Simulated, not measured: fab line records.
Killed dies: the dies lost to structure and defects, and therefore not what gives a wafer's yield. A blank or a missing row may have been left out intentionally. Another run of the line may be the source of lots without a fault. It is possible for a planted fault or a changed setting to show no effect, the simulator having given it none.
Check of tool commonality | flow nand-harc | Sample size 3 lots and 9 wafers

## THE REASON FOR OPENING IT
On 3 of the 3 lots, a flag is raised at NHARC_END_SORT_01 on the reading killed-at-periphery. No-fault wafers: 3.2, standard deviation 2.2.
Rule: a lot is flagged in two cases, either no wafer of it has a number, or all its wafers with numbers fall more than 4 standard deviations from that mean. All remaining lots are regarded as sound.

lot  | measured     | on        | killed-at-periphery, wafer by wafer | flag
L745 | day 22 01:56 | prober-01 | 650 649 647                         | FLAGGED
L747 | day 22 02:04 | prober-02 | 635 623 640                         | FLAGGED
L746 | day 22 09:56 | prober-02 | 639 633 637                         | FLAGGED
On average the flagged lots read 639.2, which is +636.0 against the usual, or +99 or more standard deviations.

## EACH LOT AND THE TOOL IT RAN ON
3 process steps preceding the reading are held in the record, out of 1159 steps in the route. In each cell: the tool, then ch and the chambers that the sampled wafers went through, then the start.
lot  | flag    | NHARC_P_ZERO_WELL_ETCH_62                    | NHARC_P_STI_ETCH_31               | NHARC_P_GATE_DESCUM_31
L745 | FLAGGED | rie-diel-12 ch 0,1,2, day 5 00:59 or earlier | rie-diel-04 ch 0,1,3, day 5 00:59 | no row
L747 | FLAGGED | rie-diel-12 ch 0,3, day 5 13:20 or earlier   | rie-diel-11 ch 0,1, day 5 13:20   | no row
L746 | FLAGGED | rie-diel-05 ch 0,1,2, day 5 05:15 or earlier | rie-diel-11 ch 1,2,3, day 5 05:15 | no row
These steps, and what they do:
- NHARC_P_ZERO_WELL_ETCH_62: etches the open film in CHF3/Ar, target depth 13 nm, time 6.5 s.
- NHARC_P_STI_ETCH_31: etches the open film in CF4/CHF3, target depth 108.9 nm, time 54.5 s.
- NHARC_P_GATE_DESCUM_31: chemistry O2, time 3 s.
- NHARC_END_SORT_01

## FLAGGED OVER TOTAL, TOOL BY TOOL (the gauges that took the reading come last)
step                      | tool        | lots run | flagged | share of the flagged lots | sound lots run after its first flagged lot
NHARC_P_ZERO_WELL_ETCH_62 | rie-diel-05 | 1        | 1       | some                      | 0
NHARC_P_ZERO_WELL_ETCH_62 | rie-diel-12 | 2        | 2       | some                      | 0
NHARC_P_STI_ETCH_31       | rie-diel-04 | 1        | 1       | some                      | 0
NHARC_P_STI_ETCH_31       | rie-diel-11 | 2        | 2       | some                      | 0
NHARC_END_SORT_01         | prober-01   | 1        | 1       | some                      | 0
NHARC_END_SORT_01         | prober-02   | 2        | 2       | some                      | 0
NHARC_P_ZERO_WELL_ETCH_62 gives no start for some lots, so the hours and the order of its lots are those of NHARC_P_STI_ETCH_31.

## WHAT THE TABLE PERMITS
No row of the table ran every flagged lot.

## WHAT THE SIMULATOR PUT IN
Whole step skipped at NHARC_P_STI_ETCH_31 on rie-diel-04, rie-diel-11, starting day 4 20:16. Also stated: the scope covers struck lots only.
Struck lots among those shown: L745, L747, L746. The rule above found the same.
